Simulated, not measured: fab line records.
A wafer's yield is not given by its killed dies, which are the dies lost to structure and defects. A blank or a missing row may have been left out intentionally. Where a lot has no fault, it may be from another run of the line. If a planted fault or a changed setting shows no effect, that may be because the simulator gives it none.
A lot that was struck, set against a sound lot | flow n5Finfet | 16 out of 1938 route steps
Sound: these wafers, L969.1, L969.3, L969.6. Struck: wafer L979.6. (L979.1, L979.4 of the same lot were not struck and are left out.) The cause comes at the end.
Each step with rows lists, per side, the tool, then ch with its chambers, then its first start. Under that, the readings that differ: sound wafers | struck wafers | difference of the means | sigmas: that difference in standard deviations of wafers without a fault.
alike: readings whose means differ by less than 2 such deviations, and words and numbers that are the same on both sides. not compared: withheld readings, readings that some wafer has no value for, bounds like >300 that may hide the same value, and numbers for which the record gives no deviation and whose values overlap.
The two part at a step that has a row with sigmas, a row that says differs or no value, or rows on one side only. Numbers that have no deviation but don't overlap get no sigmas and don't part them. Lack of a reading on every wafer of one side parts them only where that side has two or more wafers.

first, 8 steps without rows for these wafers: N5_BEOL_M2_COAT_62 (time 60 s, resist thk 12 nm); N5_BEOL_M2_COAT_73 (time 60 s, resist thk 5 nm); N5_BEOL_M2_COAT_05 (resist thk 30 nm); N5_BEOL_M2_EBR_07; N5_BEOL_M2_SOFTBAKE_06 (time 60 s); N5_BEOL_M2_EXPOSE_08 (exposes mask M2); N5_BEOL_M2_PEB_09 (peb time 60 s); N5_BEOL_M2_DEVELOP_10 (develop time 30 s).
N5_BEOL_M2_CD_MEAS_11 targets a cd of 16.79 nm.
  sound on cdSem-02 ch 0, day 7 18:15; struck on cdSem-03 ch 0, day 10 09:19
  alike: cdNm
N5_BEOL_M2_OVL_MEAS_12:
  sound on overlay-01 ch 0, day 7 18:17; struck on overlay-02 ch 0, day 10 09:20
  alike: M2_OVL
N5_BEOL_M2_INSPECT_13: inspects for defects (brightfield).
  sound on defectInspect-02, day 7 18:20; struck on defectInspect-01, day 10 09:24
  alike: rawDefectCount
N5_BEOL_M2_DESCUM_16: chemistry O2, time 7 s.
  sound on rieDiel-05 ch 2,3, day 7 18:34; struck on rieDiel-03 ch 0, day 10 09:26
reading             | sound          | struck | difference | sigmas
oesProductAu (a.u.) | 0.96 0.93 0.93 | 0.69   | -0.25      | -3
  alike: drypumpMotorCurrentA, rfVppV, showerheadPlenumPTorr, throttleValvePct
  not compared: rfHoursCounterH
N5_BEOL_M2_ETCH_74: etches underlayer in N2/H2, target depth 6.5 nm, time 5.2 s.
  sound on rieDiel-05 ch 2,3, day 7 18:36; struck on rieDiel-03 ch 0, day 10 09:28
reading             | sound             | struck | difference | sigmas
etchRfOnTimeS (s)   | 4.86 5.01 4.93    | 6.29   | +1.36      | +8
oesProductAu (a.u.) | 0.82 0.81 0.82    | 0.53   | -0.29      | -4
rfFwdPowerW (W)     | 818.5 817.2 819.6 | 618.2  | -200.2     | -83
rfVppV (V)          | 522.5 522.6 524.3 | 575.9  | +52.8      | +21
  alike: drypumpMotorCurrentA, showerheadPlenumPTorr, throttleValvePct
  not compared: rfHoursCounterH
N5_BEOL_M2_ETCH_63: etches SiARC in CF4, target depth 15.6 nm, time 26 s.
  sound on rieDiel-05 ch 2,3, day 7 18:37; struck on rieDiel-03 ch 0, day 10 09:29
reading             | sound          | struck | difference | sigmas
oesProductAu (a.u.) | 0.84 0.82 0.82 | 0.60   | -0.23      | -3
  alike: drypumpMotorCurrentA, etchRfOnTimeS, rfFwdPowerW, rfVppV, showerheadPlenumPTorr, throttleValvePct
  not compared: rfHoursCounterH
N5_BEOL_M4_RC_MEAS_101:
  sound on prober-02 ch 0, day 9 08:47; struck on prober-01 ch 0, day 11 15:22
reading       | sound          | struck | difference | sigmas
SS_N (mV/dec) | 72.1 71.1 71.1 | 69.9   | -1.5       | -2
  alike: DIBL_N, DIBL_P, IOFF_N, IOFF_P, ION_N, ION_P, SS_P, VT_N, VT_P
-- a jump in the record: the struck wafers' starts before and after are 5 days apart (it breaks off in module BEOL_M4 and resumes in module PASSIVATION, where the first step shown is number 1936 of the route) --
N5_PASSIVATION_PROBE_49:
  sound on prober-01, day 14 10:07; struck on prober-02, day 16 07:58
  alike: defectLimitedYield, killed_at_M0_to_M3, killed_at_M4_up, killedAtContacts, killedAtFrontEnd, killedAtOther, killedDies, killedOpen, killedShort, sort_bin_5_function, sort_bin_6_memory, sort_bin_8_speed, sortNPass, sortYieldPct

== WHERE THEY PART ==
Earliest at N5_BEOL_M2_DESCUM_16; latest, in this record, at N5_BEOL_M4_RC_MEAS_101. Later steps at which nothing parts them and some readings are alike: N5_PASSIVATION_PROBE_49.

WHY: whatever the simulator had introduced
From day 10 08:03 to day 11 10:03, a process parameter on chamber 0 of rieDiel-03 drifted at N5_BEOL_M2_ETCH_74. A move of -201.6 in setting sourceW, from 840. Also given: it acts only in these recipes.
